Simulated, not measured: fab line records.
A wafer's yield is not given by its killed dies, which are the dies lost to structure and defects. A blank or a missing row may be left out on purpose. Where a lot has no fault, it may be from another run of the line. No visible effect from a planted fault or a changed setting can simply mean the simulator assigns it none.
2 desks looking at one fault :: flow n5_finfet :: every desk sees just its own numbers, and what lay behind them comes last

AT THE TOOL OWNER'S DESK: cvd_co-01
The tool's own readings at N5_BEOL_M0_CO_CAP_123 (material Co, precursor CCTBA/H2, target thk 2 nm, time 102.1 s): means of the sampled wafers that have a number, for each lot that ran on this tool. A lot is out of limits, marked OUT, if its mean lies more than 4 standard deviations from the usual mean; the brackets give that distance.
Columns: A = heater_power_w at N5_BEOL_M0_CO_CAP_123, usual 239 W; B = run_length_s at N5_BEOL_M0_CO_CAP_123, usual 125.2 s
lot: L549
first seen here: day 5 23:02
A: 259
B: 125.1

lot: L559
first seen here: day 8 21:40
A: 247
B: 171.4 (+71) OUT

lot: L565
first seen here: day 9 23:05
A: 275
B: 159.8 (+53) OUT
This desk's finding: out of limits on L559, L565; first on L559, day 8 21:40 (run_length_s at N5_BEOL_M0_CO_CAP_123). L549: within limits.

AT THE METROLOGY DESK
Means of the sampled wafers that have a number, per lot and without regard to the tool the lot ran on: this is what the gauges read. A lot is out of limits, marked OUT, if its mean lies more than 4 standard deviations from the usual mean; the brackets give that distance. Readings shown: 7 of its 10, picked as those furthest out on some lot.
Columns: A = DIBL_N at N5_BEOL_M4_RC_MEAS_101, usual 37.5 mV/V; B = DIBL_P at N5_BEOL_M4_RC_MEAS_101, usual 38 mV/V; C = IOFF_N at N5_BEOL_M4_RC_MEAS_101, usual 0.19 nA/um; D = ION_N at N5_BEOL_M4_RC_MEAS_101, usual 679 uA/um; E = ION_P at N5_BEOL_M4_RC_MEAS_101, usual 465 uA/um; F = SS_P at N5_BEOL_M4_RC_MEAS_101, usual 73.7 mV/dec; G = VT_P at N5_BEOL_M4_RC_MEAS_101, usual -249 mV
lot: L549
first seen here: day 7 19:30
A: 38.9
B: 39
C: 0.21
D: 678
E: 462
F: 73.7
G: -248

lot: L552
first seen here: day 8 20:35
A: 36.8
B: 37
C: 0.17
D: 670
E: 463
F: 73.2
G: -250

lot: L559
first seen here: day 11 11:25
A: 35.8
B: 37
C: 0.19
D: 692
E: 479
F: 73.6
G: -246

lot: L565
first seen here: day 11 22:40
A: 38.6
B: 40
C: 0.21
D: 694
E: 471
F: 73.9
G: -249

lot: L571
first seen here: day 13 23:58
A: 36.7
B: 38
C: 0.18
D: 678
E: 463
F: 73.7
G: -250

lot: L572
first seen here: day 14 05:17
A: 33.6
B: 35
C: 0.15
D: 674
E: 468
F: 72.7
G: -249
Finding of this desk: none of the 6 lots has anything out of limits.

PUT TOGETHER
At day 8 21:40, on L559, L565, the tool owner's desk was in a position to raise an alarm.
Nothing out of limits was seen by the metrology desk.
The metrology desk holds a record of L559, L565, inside its limits.
N5_BEOL_M0_CO_CAP_123 was run on cvd_co-01 by each of the lots named.

WHAT THE SIMULATOR PUT IN
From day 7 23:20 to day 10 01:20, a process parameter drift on cvd_co-01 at N5_BEOL_M0_CO_CAP_123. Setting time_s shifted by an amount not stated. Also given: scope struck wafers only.
Struck lots among those shown: L559, L565.
Delay in hours, fault start to first out-of-limits reading, by desk: the tool owner's desk at 22.
